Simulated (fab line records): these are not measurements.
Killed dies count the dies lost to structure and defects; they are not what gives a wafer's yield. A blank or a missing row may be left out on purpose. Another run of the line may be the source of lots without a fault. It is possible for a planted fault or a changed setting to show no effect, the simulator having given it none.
Chamber matching	flow n5 finfet	N5_BEOL_M1_VIA_ETCH_34 on rie diel-03: 4 sister chambers
The step etches the open film in C4F6/O2, target depth 67.8 nm, time 64.4 s. 22 wafers are shown with their chamber, then 11 later ones without.

## WAFERS, EACH WITH ITS CHAMBER
wafer	chamber	showerhead plenum p Torr (Torr)	throttle valve pct (%)	rf vpp V (V)
L074.3	0	2.64	30.83	660
L074.4	2	2.95	31.02	668
L074.5	0	2.64	30.84	660
L075.2	0	2.64	30.85	662
L075.5	1	2.80	30.50	685
L075.6	2	2.95	31.01	669
L076.4	2	2.95	31.01	670
L076.5	0	2.63	30.84	659
L076.6	1	2.80	30.50	683
L079.4	1	2.80	30.51	685
L079.5	3	2.71	30.86	658
L079.6	0	2.63	30.85	660
L081.2	2	2.95	31.03	668
L081.3	1	2.80	30.51	684
L081.5	2	2.95	31.03	669
L084.1	1	2.79	30.52	685
L084.5	1	2.79	30.53	684
L084.6	2	2.94	31.05	668
L085.3	3	2.70	30.90	659
L085.4	1	2.79	30.52	683
L085.5	0	2.63	30.84	658
L089.1	2	2.94	31.05	669

SIGNATURES (averages over the wafers above)
reading	chamber 0	chamber 1	chamber 2	chamber 3	scatter within a chamber
showerhead plenum p Torr	2.6350	2.7957	2.9471	2.7050	0.00535
throttle valve pct	30.8417	30.5129	31.0286	30.8800	0.014
rf vpp V	659.83	684.14	668.71	658.50	0.989
Rule: for a wafer and a chamber, the distance is found by dividing, reading by reading, the gap between the wafer's reading and the chamber's mean by the reading's scatter, squaring, summing and taking the root. The wafer belongs to the nearest chamber; if the next one is less than 2 further off, it can't be placed. The scatter: take each reading less its chamber's mean, square it, sum over the shown wafers, divide by the number of wafers less the number of chambers, and take the root.

## WAFERS MISSING THEIR CHAMBER
wafer	showerhead plenum p Torr (Torr)	throttle valve pct (%)	rf vpp V (V)
L089.3	2.79	30.53	684
L089.6	2.70	30.90	659
L091.1	2.94	31.05	669
L091.3	2.63	30.84	660
L091.4	2.70	30.88	657
L090.2	2.94	31.05	669
L090.3	2.70	30.88	657
L090.6	2.94	31.04	669
L094.2	2.94	31.04	668
L094.3	2.79	30.53	684
L094.6	2.79	30.54	684

## CHAMBER TAKEN BY EACH
wafer	from the rows above	in truth
L089.3	1	1
L089.6	3	3
L091.1	2	2
L091.3	0	0
L091.4	3	3
L090.2	2	2
L090.3	3	3
L090.6	2	2
L094.2	2	2
L094.3	1	1
L094.6	1	1
Correct placement for 11 of the 11. From these rows, 0 cannot be placed. Number placed wrongly: 0.
